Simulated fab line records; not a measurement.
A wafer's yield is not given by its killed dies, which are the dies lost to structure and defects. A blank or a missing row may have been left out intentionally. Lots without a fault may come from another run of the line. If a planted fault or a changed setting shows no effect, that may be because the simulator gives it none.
fab line records + flow nand-harc
[record]
- lots = 14
- wafers = 42
- last-day = 24
route steps=1159 shown A_WL_FILL@829 A_M1@1046 A_BONDPAD@1088 END@1159
lots with no fault: from the same line, run without faults
start-h: the number of hours between the record's first day and the start of the first shown wafer of the lot + wait-h: how many hours have passed since the lot's step before this one + " same as the row above + L1.1+2: a row that stands for several wafers + - either no value or no given start + * or withheld: withheld + < > ~ a bound
route shown NAME@n: names a module that has steps shown in the file, with the first one's number in the route + usual: mean/standard deviation taken from wafers without a fault + same: alike in all rows + chamber/n: place in a boat + sites: the reading at each site + _std_site: the standard deviation of these + _edge_site: mean of outer sites minus mean of inner sites + radius-mm: for every site, how far away it sits from the centre of the wafer + mask NAME#n: copy n + behind: the most recent tool/chamber to have shaped the wafer + hold: the reason the lot was held/the length of the hold in hours/how it ended + device: whichever transistor did not switch (one of n, p or np) + end of line: tests of these same wafers at the route's end + step lacking rows: just its recipe + killed: the dies lost at the first sort to structure and to defects; this is not the yield of the wafer + map: per-die view of a wafer (x killed, . not killed, _ where there is no die)
set.NAME: the setting the step ran with; set.NAME@STEP: the setting that earlier step ran with + model.NAME: the simulator's own value behind a step, which no gauge read
a sample of lots followed through the steps of the route, with each step as a table and each wafer as a row
services: the hour from which a tool's chamber was out of use, counted from the record's first day as start-h (under 0 if before that day), plus the number of hours and why
[[steps]]
[step NHARC_A_WL_FILL_ETCHBACK_26]
[recipe]
- target-depth-a = 520
- time-s = 13.3
- hbr-flow-sccm = 150
- rf-w = 350
- icp-w = 350
- bias-w = 60
- chemistry = HBr
[usual]
- drypump-motor-current-A = 5.9/0.45
- oes-product-au = 1.000/0.013
- throttle-valve-pct = 23.264/0.0095
| lot.wafer | tool      | chamber | start-h | wait-h | drypump-motor-current-A | oes-product-au | rf-hours-counter-h | throttle-valve-pct |
|-----------|-----------|---------|---------|--------|-------------------------|----------------|--------------------|--------------------|
| L879.2    | rie-si-03 | 0       | 361.67  | 0.4    | 4.9                     | 0.987          | 0.1                | 23.263             |
| L879.3    | "         | 2       | "       | "      | 5.8                     | 0.988          | 0.2                | 23.272             |
| L879.4    | "         | 3       | "       | "      | 6.0                     | 1.008          | 0.1                | 23.254             |
| L878.1    | rie-si-02 | 2       | 361.70  | 0.4    | 6.4                     | 0.999          | 0.9                | 23.237             |
| L878.2    | "         | 3       | "       | "      | 5.5                     | 1.014          | 0.9                | 23.261             |
| L878.3    | "         | 0       | "       | "      | 5.2                     | 1.033          | 1.1                | 23.276             |
| L881.1    | rie-si-05 | 2       | 367.53  | 0.4    | 6.1                     | 1.004          | 0.8                | 23.262             |
| L881.3    | "         | 3       | "       | "      | 6.4                     | 0.988          | 0.8                | 23.258             |
| L881.4    | "         | 0       | "       | "      | 5.9                     | 1.009          | 0.9                | 23.258             |
| L883.4    | rie-si-03 | 2       | 383.01  | 0.4    | 5.8                     | 0.999          | 0.3                | 23.264             |
| L883.1    | "         | 0       | "       | "      | 4.9                     | 0.990          | 0.3                | 23.247             |
| L883.6    | "         | 1       | "       | "      | 6.2                     | 0.994          | -                  | 23.259             |
| L880.2    | rie-si-02 | 3       | 383.04  | 0.4    | 5.6                     | 1.019          | 1.0                | 23.254             |
| L880.6    | "         | 1       | "       | "      | 6.0                     | 1.011          | -                  | 23.268             |
| L880.5    | "         | 2       | "       | "      | 6.4                     | 1.004          | -                  | 23.271             |
| L885.1    | rie-si-03 | 0       | 398.76  | 0.4    | 4.9                     | 0.995          | 0.4                | 23.245             |
| L885.2    | "         | 1       | "       | "      | 6.2                     | 0.992          | 0.5                | 23.256             |
| L885.5    | "         | 3       | "       | "      | 6.0                     | 1.009          | -                  | 23.268             |
| L888.4    | rie-si-05 | 1       | 398.77  | 0.4    | 6.1                     | 0.997          | 1.1                | 23.273             |
| L888.6    | "         | 3       | "       | "      | 6.4                     | 0.989          | -                  | 23.262             |
| L888.5    | "         | 0       | "       | "      | 5.9                     | 0.991          | -                  | 23.268             |
| L884.1    | rie-si-05 | 0       | 403.79  | 0.4    | 5.9                     | 0.990          | 1.1                | 23.277             |
| L884.5    | "         | 0       | "       | "      | 5.9                     | 0.989          | -                  | 23.261             |
| L884.6    | "         | 1       | "       | "      | 6.1                     | 0.989          | -                  | 23.266             |
| L886.2    | rie-si-05 | 3       | 413.08  | 0.4    | 6.4                     | 0.973          | 1.0                | 23.253             |
| L886.1    | "         | 0       | "       | "      | 5.9                     | 0.984          | 1.2                | 23.272             |
| L886.5    | "         | 3       | "       | "      | 6.4                     | 0.984          | -                  | 23.260             |
| L887.1    | rie-si-03 | 2       | 413.09  | 0.4    | 5.9                     | 0.980          | 0.5                | 23.270             |
| L887.2    | "         | 3       | "       | "      | 6.0                     | 0.993          | 0.4                | 23.266             |
| L887.5    | "         | 1       | "       | "      | 6.2                     | 0.993          | -                  | 23.264             |
| L894.4    | rie-si-05 | 2       | 452.22  | 0.4    | 6.1                     | 0.986          | 0.1                | 23.261             |
| L894.1    | "         | 0       | "       | "      | 6.0                     | 1.004          | 0.2                | 23.276             |
| L894.6    | "         | 1       | "       | "      | 6.1                     | 1.002          | -                  | 23.242             |
| L898.4    | rie-si-02 | 1       | 476.02  | 0.4    | 6.0                     | 1.019          | 0.7                | 23.255             |
| L898.2    | "         | 3       | "       | "      | 5.6                     | 1.009          | 0.6                | 23.272             |
| L898.5    | "         | 1       | "       | "      | 6.0                     | 1.015          | -                  | 23.269             |
| L899.4    | rie-si-03 | 2       | 479.19  | 0.4    | 5.9                     | 0.990          | 1.1                | 23.278             |
| L899.3    | "         | 3       | "       | "      | 6.1                     | 0.993          | 0.9                | 23.267             |
| L899.5    | "         | 0       | "       | "      | 4.9                     | 0.990          | -                  | 23.266             |
| L897.3    | rie-si-05 | 1       | 479.21  | 0.4    | 6.1                     | 0.983          | 0.5                | 23.278             |
| L897.1    | "         | 2       | "       | "      | 6.1                     | 0.976          | 0.4                | 23.277             |
| L897.6    | "         | 3       | "       | "      | 6.4                     | 0.989          | -                  | 23.259             |
[step NHARC_A_M1_DEGAS_29]
[recipe]
- temp-c = 250
- time-s = 60
[usual]
- heater-power-w = 329/32
| lot.wafer | tool           | chamber | start-h | wait-h | heater-power-w |
|-----------|----------------|---------|---------|--------|----------------|
| L879.4    | pvd-sputter-01 | -       | 410.46  | -      | 369            |
| L879.2    | "              | -       | "       | "      | 383            |
| L879.3    | "              | -       | "       | "      | 300            |
| L878.1    | pvd-sputter-01 | -       | 411.14  | -      | 365            |
| L878.3    | "              | -       | "       | "      | 376            |
| L878.2    | "              | -       | "       | "      | 314            |
| L881.3    | pvd-sputter-02 | -       | 411.83  | -      | 293            |
| L881.1    | "              | -       | "       | "      | 337            |
| L881.4    | "              | -       | "       | "      | 344            |
| L883.1    | pvd-sputter-03 | -       | 428.86  | -      | 290            |
| L883.4    | "              | -       | "       | "      | 307            |
| L883.6    | "              | -       | "       | "      | 289            |
| L880.2    | pvd-sputter-02 | -       | 431.78  | -      | 286            |
| L880.5    | "              | -       | "       | "      | 290            |
| L880.6    | "              | -       | "       | "      | 344            |
| L888.4    | pvd-sputter-03 | -       | 446.05  | -      | 297            |
| L888.6    | "              | -       | "       | "      | 375            |
| L888.5    | "              | -       | "       | "      | 292            |
| L885.1    | pvd-sputter-01 | -       | 448.03  | -      | 366            |
| L885.2    | "              | -       | "       | "      | 302            |
| L885.5    | "              | -       | "       | "      | 362            |
| L884.1    | pvd-sputter-03 | -       | 449.61  | -      | 373            |
| L884.5    | "              | -       | "       | "      | 374            |
| L884.6    | "              | -       | "       | "      | 293            |
| L887.2    | pvd-sputter-01 | -       | 454.26  | -      | 366            |
| L887.1    | "              | -       | "       | "      | 379            |
| L887.5    | "              | -       | "       | "      | 298            |
| L886.2    | pvd-sputter-02 | -       | 459.12  | -      | 351            |
| L886.1    | "              | -       | "       | "      | 337            |
| L886.5    | "              | -       | "       | "      | 350            |
| L894.4    | pvd-sputter-02 | -       | 515.37  | -      | 290            |
| L894.1    | "              | -       | "       | "      | 338            |
| L894.6    | "              | -       | "       | "      | 331            |
| L898.2    | pvd-sputter-03 | -       | 522.05  | -      | 367            |
| L898.4    | "              | -       | "       | "      | 311            |
| L898.5    | "              | -       | "       | "      | 371            |
| L899.3    | pvd-sputter-02 | -       | 525.22  | -      | 347            |
| L899.4    | "              | -       | "       | "      | 339            |
| L899.5    | "              | -       | "       | "      | 350            |
| L897.3    | pvd-sputter-03 | -       | 541.29  | -      | 293            |
| L897.1    | "              | -       | "       | "      | 301            |
| L897.6    | "              | -       | "       | "      | 302            |
[step NHARC_A_BONDPAD_CMP_19]
[recipe]
- t-overpolish-s = 30
- cu-recess-touch-s = 16
- target-thk-nm = 169.8
[usual]
- motor-current-A = 12.1/1
- overpolish-run-s = 30.000/0.0096
| lot.wafer | tool   | chamber | start-h | wait-h | motor-current-A | overpolish-run-s |
|-----------|--------|---------|---------|--------|-----------------|------------------|
| L879.4    | cmp-02 | 3       | 416.58  | -      | 14.4            | 29.989           |
| L879.3    | "      | 0       | "       | "      | 12.6            | 29.989           |
| L879.2    | "      | 2       | "       | "      | 12.5            | 30.017           |
| L878.1    | cmp-04 | 0       | 417.17  | -      | 11.2            | 30.014           |
| L878.2    | "      | 1       | "       | "      | 12.6            | 29.995           |
| L878.3    | "      | 2       | "       | "      | 13.8            | 30.002           |
| L881.1    | cmp-02 | 2       | 417.90  | -      | 12.1            | 30.000           |
| L881.3    | "      | 3       | "       | "      | 13.9            | 29.992           |
| L881.4    | "      | 1       | "       | "      | 11.8            | 30.011           |
| L883.1    | cmp-04 | 2       | 434.55  | -      | 13.6            | 29.984           |
| L883.4    | "      | 1       | "       | "      | 12.8            | 29.998           |
| L883.6    | "      | 2       | "       | "      | 13.8            | 30.000           |
| L880.2    | cmp-03 | 2       | 437.73  | -      | 10.7            | 29.998           |
| L880.6    | "      | 1       | "       | "      | 11.8            | 30.000           |
| L880.5    | "      | 2       | "       | "      | 12.2            | 30.004           |
| L888.4    | cmp-03 | 2       | 451.83  | -      | 11.5            | 30.000           |
| L888.6    | "      | 2       | "       | "      | 11.4            | 29.990           |
| L888.5    | "      | 3       | "       | "      | 12.9            | 29.982           |
| L885.2    | cmp-02 | 1       | 454.20  | -      | 11.4            | 30.003           |
| L885.1    | "      | 0       | "       | "      | 12.6            | 30.000           |
| L885.5    | "      | 2       | "       | "      | 12.9            | 30.005           |
| L884.1    | cmp-03 | 3       | 455.37  | -      | 11.8            | 29.983           |
| L884.6    | "      | 0       | "       | "      | 11.2            | 30.006           |
| L884.5    | "      | 1       | "       | "      | 11.6            | 30.015           |
| L887.1    | cmp-02 | 0       | 460.31  | -      | 11.9            | 30.012           |
| L887.2    | "      | 3       | "       | "      | 14.8            | 30.010           |
| L887.5    | "      | 0       | "       | "      | 11.5            | 29.984           |
| L886.2    | cmp-04 | 3       | 465.11  | -      | 12.2            | 30.005           |
| L886.1    | "      | 0       | "       | "      | 11.0            | 29.995           |
| L886.5    | "      | 2       | "       | "      | 14.3            | 30.002           |
| L894.4    | cmp-04 | 1       | 521.09  | -      | 12.9            | 30.003           |
| L894.1    | "      | 3       | "       | "      | 12.0            | 29.989           |
| L894.6    | "      | 2       | "       | "      | 14.6            | 29.996           |
| L898.4    | cmp-02 | 2       | 528.08  | -      | 12.4            | 29.990           |
| L898.2    | "      | 3       | "       | "      | 14.7            | 30.005           |
| L898.5    | "      | 2       | "       | "      | 12.6            | 30.006           |
| L899.3    | cmp-03 | 3       | 531.06  | -      | 12.9            | 30.007           |
| L899.4    | "      | 1       | "       | "      | 11.4            | 29.998           |
| L899.5    | "      | 3       | "       | "      | 11.5            | 30.003           |
| L897.1    | cmp-02 | 3       | 547.07  | -      | 13.9            | 29.983           |
| L897.3    | "      | 1       | "       | "      | 11.4            | 29.998           |
| L897.6    | "      | 3       | "       | "      | 13.8            | 30.007           |
[step NHARC_END_SORT_01]
[recipe]
- temp-c = 25
[usual]
- killed-at-array = 26/9.1
- killed-at-other = 0.7/0.9
- killed-at-periphery = 3.6/2.8
- killed-dies = 30/9.2
- killed-open = 3.0/1.9
- killed-short = 2.0/1.4
[same]
- gross-dies = 677
| lot.wafer | tool      | chamber | start-h | wait-h | killed-at-array | killed-at-other | killed-at-periphery | killed-dies | killed-open | killed-short |
|-----------|-----------|---------|---------|--------|-----------------|-----------------|---------------------|-------------|-------------|--------------|
| L894.1    | prober-01 | 0       | 553.94  | 2.5    | 102             | 1               | 4                   | 107         | 5           | 0            |
| L894.4    | prober-01 | 0       | 556.33  | 3.4    | 50              | 1               | 9                   | 60          | 2           | 0            |
| L894.6    | prober-01 | 0       | 557.92  | 4.0    | 91              | 1               | 5                   | 97          | 4           | 1            |
| L897.1    | prober-01 | 0       | 577.52  | 2.5    | 80              | 0               | 2                   | 82          | 2           | 2            |
| L897.3    | prober-01 | 0       | 579.10  | 3.1    | 126             | 0               | 2                   | 128         | 3           | 4            |
| L897.6    | prober-01 | 0       | 581.47  | 4.0    | 111             | 1               | 0                   | 112         | 1           | 1            |
// killed by level:class
L894.1 A_WL_FILL:unspecified=71 A_SLIT:chamber-film-flake=14 A_CHANNEL_HOLE_D1:chamber-film-flake=7 A_CONTACT:chamber-film-flake=4 A_WL_FILL:geometric-particle:open=2 P_BONDPAD:chamber-film-flake=2 P_GATE:geometric-particle:open=1 A_CHANNEL_FILL_D1:geometric-particle:open=1
L894.4 A_WL_FILL:unspecified=29 A_SLIT:chamber-film-flake=10 P_BONDPAD:chamber-film-flake=6 A_CONTACT:chamber-film-flake=5 P_ZERO_WELL:chamber-film-flake=3 A_CHANNEL_HOLE_D1:chamber-film-flake=3 A_CHANNEL_HOLE_D1:geometric-particle:open=1 A_M1:geometric-particle:open=1
L894.6 A_WL_FILL:unspecified=63 A_SLIT:chamber-film-flake=10 A_CHANNEL_HOLE_D1:chamber-film-flake=6 A_CONTACT:chamber-film-flake=4 P_BONDPAD:chamber-film-flake=3 A_CHANNEL_FILL_D1:chamber-film-flake=3 A_CONTACT:geometric-particle:open=2 A_CHANNEL_FILL_D1:geometric-particle:short=1
L897.1 A_WL_FILL:unspecified=32 A_SLIT:chamber-film-flake=20 A_CHANNEL_HOLE_D1:chamber-film-flake=17 A_CONTACT:chamber-film-flake=8 P_M0:geometric-particle:short=1 A_CONTACT:geometric-particle:open=1 A_BLC:geometric-particle:open=1 A_M0:geometric-particle:short=1
L897.3 A_WL_FILL:unspecified=65 A_CHANNEL_HOLE_D1:chamber-film-flake=22 A_SLIT:chamber-film-flake=20 A_CONTACT:chamber-film-flake=5 A_ZERO_WELL:chamber-film-flake=4 A_CHANNEL_FILL_D1:chamber-film-flake=4 P_CONTACT:geometric-particle:open=1 A_ONON_D1:geometric-particle:short=1
L897.6 A_WL_FILL:unspecified=75 A_SLIT:chamber-film-flake=15 A_CHANNEL_HOLE_D1:chamber-film-flake=14 A_CONTACT:chamber-film-flake=6 A_CHANNEL_HOLE_D1:geometric-particle:open=1 STARTING-WAFER:geometric-particle:short=1
[[services]]
| tool           | chamber | start-h | hours | kind       |
|----------------|---------|---------|-------|------------|
| cmp-03         | -       | 358.86  | 4.0   | pm         |
| rie-si-02      | -       | 388.00  | 9.0   | pm         |
| rie-si-05      | -       | 390.93  | 0.5   | repair     |
| rie-si-02      | -       | 397.67  | 0.1   | repair     |
| cmp-04         | -       | 401.06  | 4.0   | pm         |
| pvd-sputter-02 | -       | 401.47  | 10.0  | pm         |
| cmp-02         | -       | 406.88  | 3.1   | repair     |
| rie-si-05      | -       | 416.00  | 9.0   | pm         |
| rie-si-05      | 0       | 416.00  | 9.0   | vent-cycle |
| cmp-02         | -       | 422.62  | 4.0   | pm         |
| cmp-04         | -       | 429.58  | 3.0   | repair     |
| pvd-sputter-01 | -       | 448.68  | 4.1   | repair     |
| rie-si-03      | 1       | 454.76  | 7.0   | repair     |
| pvd-sputter-03 | -       | 456.15  | 2.1   | repair     |
| cmp-03         | -       | 456.86  | 4.0   | pm         |
| rie-si-05      | 3       | 470.52  | 3.3   | repair     |
| cmp-02         | -       | 477.28  | 0.7   | repair     |
| cmp-04         | -       | 488.58  | 1.1   | repair     |
| cmp-04         | -       | 499.06  | 4.0   | pm         |
| cmp-04         | -       | 505.28  | 1.6   | repair     |
| rie-si-03      | -       | 509.00  | 9.0   | pm         |
| pvd-sputter-01 | -       | 514.05  | 10.0  | pm         |
| cmp-02         | -       | 520.62  | 4.0   | pm         |
| rie-si-03      | 3       | 522.48  | 3.7   | repair     |
[[key]]
[first-sign]
- step = NHARC_END_SORT_01
- reading = killed-at-array
- direction = up
- sigmas = 7.4
- usual = 26
- struck = 93
[effect]
- step = NHARC_END_SORT_01
- reading = killed-dies
- direction = up
- sigmas = 7.3
- usual = 30
- struck = 98
[more-kills-born-at]
- NHARC_A_WL_FILL_ETCHBACK_26@rie-si-05 = 333
met-at NHARC_A_WL_FILL_ETCHBACK_26
struck-lots L894,L897
tester-left-out L894,L897
not-acting-at NHARC_A_M1_DEGAS_29,NHARC_A_BONDPAD_CMP_19
onset-between 413.08 452.22
[fault]
- kind = chamber-particle-source
- tool = rie-si-05
- chamber = -
- onset-h = 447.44
- steps = NHARC_A_WL_FILL_ETCHBACK_26
- rate-per-visit-cm2 = 0.44758
- end-h = 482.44
// tester-left-out: of these lots the tester's yield and bins aren't shown, on N5 and GAA mostly nor the transistor test; their killed dies are dies lost to structure and defects alone, not to doping, threshold or leakage, so they don't give the yield
